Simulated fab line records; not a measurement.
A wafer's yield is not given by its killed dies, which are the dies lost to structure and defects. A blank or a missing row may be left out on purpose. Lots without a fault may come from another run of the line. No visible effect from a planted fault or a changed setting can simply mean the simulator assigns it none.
Chamber matching | flow n5 finfet | N5_BEOL_M5_ETCH_72 on rie diel-05 has 4 sister chambers
The step etches underlayer in N2/H2, target depth 6.5 nm, time 5.2 s. 14 wafers are shown with their chamber, then 7 later ones without.

## WAFERS, EACH WITH ITS CHAMBER
wafer  | chamber | drypump motor current A (A) | throttle valve pct (%) | showerhead plenum p Torr (Torr)
L075.1 | 2       | 5.9                         | 17.46                  | 2.55
L075.5 | 3       | 6.4                         | 18.19                  | 2.48
L075.6 | 0       | 5.8                         | 17.94                  | 2.51
L079.2 | 3       | 6.4                         | 18.19                  | 2.48
L079.4 | 1       | 5.7                         | 17.59                  | 2.62
L079.6 | 1       | 5.7                         | 17.59                  | 2.62
L080.4 | 0       | 5.8                         | 18.01                  | 2.50
L080.5 | 3       | 6.4                         | 18.19                  | 2.48
L080.6 | 0       | 5.9                         | 17.96                  | 2.50
L088.2 | 3       | 6.4                         | 18.22                  | 2.47
L088.4 | 2       | 5.9                         | 17.48                  | 2.53
L088.6 | 0       | 5.9                         | 17.99                  | 2.50
L087.1 | 1       | 5.7                         | 17.62                  | 2.61
L087.4 | 2       | 5.9                         | 17.50                  | 2.53

SIGNATURES (averages over the wafers above)
reading                  | chamber 0 | chamber 1 | chamber 2 | chamber 3 | scatter within a chamber
drypump motor current A  | 5.850     | 5.700     | 5.900     | 6.400     | 0.0316
throttle valve pct       | 17.9750   | 17.6000   | 17.4800   | 18.1975   | 0.0223
showerhead plenum p Torr | 2.5025    | 2.6167    | 2.5367    | 2.4775    | 0.00695
Rule: a wafer lies at a distance from a chamber equal to the root of the sum of squares, over the readings, of (its reading less the chamber's mean, divided by the reading's scatter). If the next closest chamber is less than 2 further off than the closest, the wafer can't be placed; otherwise it belongs to the closest. The scatter: take each reading less its chamber's mean, square it, sum over the shown wafers, divide by the number of wafers less the number of chambers, and take the root.

## WAFERS MISSING THEIR CHAMBER
wafer  | drypump motor current A (A) | throttle valve pct (%) | showerhead plenum p Torr (Torr)
L087.5 | 5.9                         | 17.50                  | 2.53
L090.3 | 5.8                         | 17.47                  | 2.53
L090.5 | 5.9                         | 17.52                  | 2.53
L090.6 | 5.7                         | 17.65                  | 2.61
L096.1 | 6.4                         | 18.27                  | 2.47
L096.2 | 5.7                         | 17.66                  | 2.60
L096.3 | 5.8                         | 17.58                  | 2.49

## CHAMBER TAKEN BY EACH
wafer  | from the rows above | in truth
L087.5 | 2                   | 2
L090.3 | 2                   | 2
L090.5 | 2                   | 2
L090.6 | 1                   | 1
L096.1 | 3                   | 3
L096.2 | 1                   | 1
L096.3 | 2                   | 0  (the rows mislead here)
6 of 7 placed correctly. Left unplaced by these rows: 0. 1 placed wrongly.
